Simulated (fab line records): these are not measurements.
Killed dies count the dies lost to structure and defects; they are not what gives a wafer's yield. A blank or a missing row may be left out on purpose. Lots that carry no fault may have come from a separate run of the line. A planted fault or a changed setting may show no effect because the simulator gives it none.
Split-lot study	flow n5-finfet	39 wafers read from 7 lots, route of 1938 steps

## THE SPLIT
At N5_BEOL_M12_ILD_DEP_00 (deposits SiOC from DEMS/O2, target thk 658.92 nm, time 130.7 s), the setting time-s was moved away from the recipe's 130.7 s on 15 of the 39 wafers read, by -52.3% to -32.5%. All remaining wafers had this setting at the recipe value.

## FROM THE SPLIT TO THE READING: what the file shows between them, 6 steps
- N5_BEOL_M12_THK_MEAS_01
- N5_BEOL_M12_COAT_58: time 60 s, resist thk 89 nm
- N5_BEOL_M12_COAT_04: resist thk 400 nm
- N5_BEOL_M12_DESCUM_15: chemistry O2, time 7.9 s
- N5_BEOL_M12_ETCH_59: etches BARC in N2/H2, target depth 89 nm, overetch 26.7 nm, time 67.9 s
- N5_BEOL_M12_VIA_ETCH_16: etches SiOC in C4F8/O2/Ar, target depth 724.8 nm

## THE READING
oes-product-au, in a.u., at N5_BEOL_M12_STRIP_63 (strips in N2/H2). Typical for fault-free wafers on this fab line: 0.693 a.u., with standard deviation 0.0047 a.u.

wafer	tool, chamber at the split	time-s as run, s	against the recipe	oes-product-au, a.u.	against lot-mates on the recipe
L075.1	pecvd-01, 0	130.7	recipe	0.690	-
L075.2	pecvd-01, 2	130.7	recipe	0.691	-
L075.3	pecvd-01, 1	87.93	-32.7%	0.739	+0.049
L075.4	pecvd-01, 1	87.93	-32.7%	0.731	+0.041
L075.5	pecvd-01, 0	130.7	recipe	0.690	-
L075.6	pecvd-01, 2	87.93	-32.7%	0.740	+0.050
L077.1	pecvd-01, 0	63.33	-51.5%	0.847	+0.154
L077.2	pecvd-01, 1	63.33	-51.5%	0.837	+0.144
L077.3	pecvd-01, 2	63.33	-51.5%	0.832	+0.139
L077.4	pecvd-01, 0,2	130.7	recipe	0.683	-
L077.5	pecvd-01, 1	130.7	recipe	0.706	-
L077.6	pecvd-01, 0,2	130.7	recipe	0.691	-
L081.2	pecvd-02, 1	130.7	recipe	0.694	-
L081.4	pecvd-02, 1	130.7	recipe	0.693	-
L081.5	pecvd-02, 2	130.7	recipe	0.695	-
L084.1	pecvd-02, 2	130.7	recipe	0.695	-
L084.2	pecvd-02, 0	88.17	-32.5%	0.755	+0.064
L084.3	pecvd-02, 1	130.7	recipe	0.687	-
L084.4	pecvd-02, 0	130.7	recipe	0.692	-
L084.5	pecvd-02, 1	88.17	-32.5%	0.737	+0.046
L084.6	pecvd-02, 2	88.17	-32.5%	0.744	+0.053
L088.1	pecvd-01, 0	130.7	recipe	0.696	-
L088.2	pecvd-01, 2	62.31	-52.3%	0.840	+0.148
L088.3	pecvd-01, 1	62.31	-52.3%	0.854	+0.162
L088.4	pecvd-01, 1	130.7	recipe	0.691	-
L088.5	pecvd-01, 0	62.31	-52.3%	0.847	+0.155
L088.6	pecvd-01, 2	130.7	recipe	0.690	-
L090.1	pecvd-02, 0	72.47	-44.6%	0.802	+0.106
L090.2	pecvd-02, 2	72.47	-44.6%	0.803	+0.107
L090.3	pecvd-02, 1	130.7	recipe	0.691	-
L090.4	pecvd-02, 0	130.7	recipe	0.699	-
L090.5	pecvd-02, 1	130.7	recipe	0.697	-
L090.6	pecvd-02, 2	72.47	-44.6%	0.802	+0.106
L092.1	pecvd-02, 0	130.7	recipe	0.695	-
L092.2	pecvd-02, 2	130.7	recipe	0.700	-
L092.3	pecvd-02, 1	130.7	recipe	0.696	-
L092.4	pecvd-02, 0	130.7	recipe	0.683	-
L092.5	pecvd-02, 1	130.7	recipe	0.694	-
L092.6	pecvd-02, 2	130.7	recipe	0.694	-
The file does not say which wafer passed through which chamber wherever a row lists several chambers: such a row stands for several wafers.

THE FIT
A straight line over all 39 wafers: oes-product-au changes by -0.00255 a.u. for each +1% of time-s; r = -0.96; the points scatter about the line by 0.017 a.u.
The same after taking each lot's own level away (the mean of its wafers on the recipe; 39 wafers): -0.00255 a.u. for each +1%; r = -0.96; scatter 0.016 a.u.
The reading moves by 0.13 a.u. for the largest change in time-s, on that fit.
The span of the lots' own levels, 0.6903 to 0.6957 a.u., comes to 1.1 times the standard deviation stated above.
Consequently the slope shifts little with the lot-to-lot level, the two slopes agreeing.
Check: +0.129 a.u. against its lot-mates is what the line predicts for one of the wafers moved furthest among these (-52.3%) when that wafer is left out of the fit. It came out at +0.148 a.u. against them.

## FURTHER SPLITS ON THESE WAFERS
Before the reading, these wafers also passed through other splits. Each is held against what the fit with the lots' levels taken away leaves over:
other split on the same wafers	wafers away from the commonest value	r with oes-product-au (lot level and that fit taken away)
N5_FIN_SAQP_PECVD_47 time-s	12	+0.06
N5_DUMMY_GATE_ALD_02 target-thk-a	15	-0.12
N5_ILD0_PRECLEAN_10 time-s	12	-0.19
N5_MOL_CONTACT_COAG_ETCHBACK_135 time-s	15	+0.10
N5_BEOL_M0_SAQP_ILD_DEP_01 target-thk-a	18	-0.23
N5_BEOL_M6_CVD_78 target-thk-a	12	+0.34

## THE WHOLE CHAIN: every reading that the file lists as answering this split, in the file's order
step	what it does	reading	change (the file's fit)	r (the file's)
N5_BEOL_M12_ILD_DEP_00	deposits SiOC from DEMS/O2, target thk 658.92 nm, time 130.7 s	SiOC_of_BEOL_M12_ILD_DEP_00.thk-nm (the simulator's own value, which no gauge read)	+6.69 nm for each +1% of the setting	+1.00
N5_BEOL_M12_THK_MEAS_01		M12_ILD_THK	+6.69 for each +1% of the setting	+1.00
N5_BEOL_M12_VIA_ETCH_16	etches SiOC in C4F8/O2/Ar, target depth 724.8 nm	etch.depth-nm (the simulator's own value, which no gauge read)	+6.69 nm for each +1% of the setting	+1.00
N5_BEOL_M12_VIA_ETCH_16	etches SiOC in C4F8/O2/Ar, target depth 724.8 nm	coat_of_BEOL_M12_COAT_04.thk-nm (the simulator's own value, which no gauge read)	-1.97 nm for each +1% of the setting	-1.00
N5_BEOL_M12_STRIP_63	strips in N2/H2	oes-product-au	-0.00248 a.u. for each +1% of the setting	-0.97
N5_BEOL_M12_STRIP_63	strips in N2/H2	strip-time-to-endpoint-s	withheld for each +1% of the setting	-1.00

## FILE'S OWN FIT
oes-product-au changes by -0.00248 a.u. for each +1% of time-s, r = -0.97.
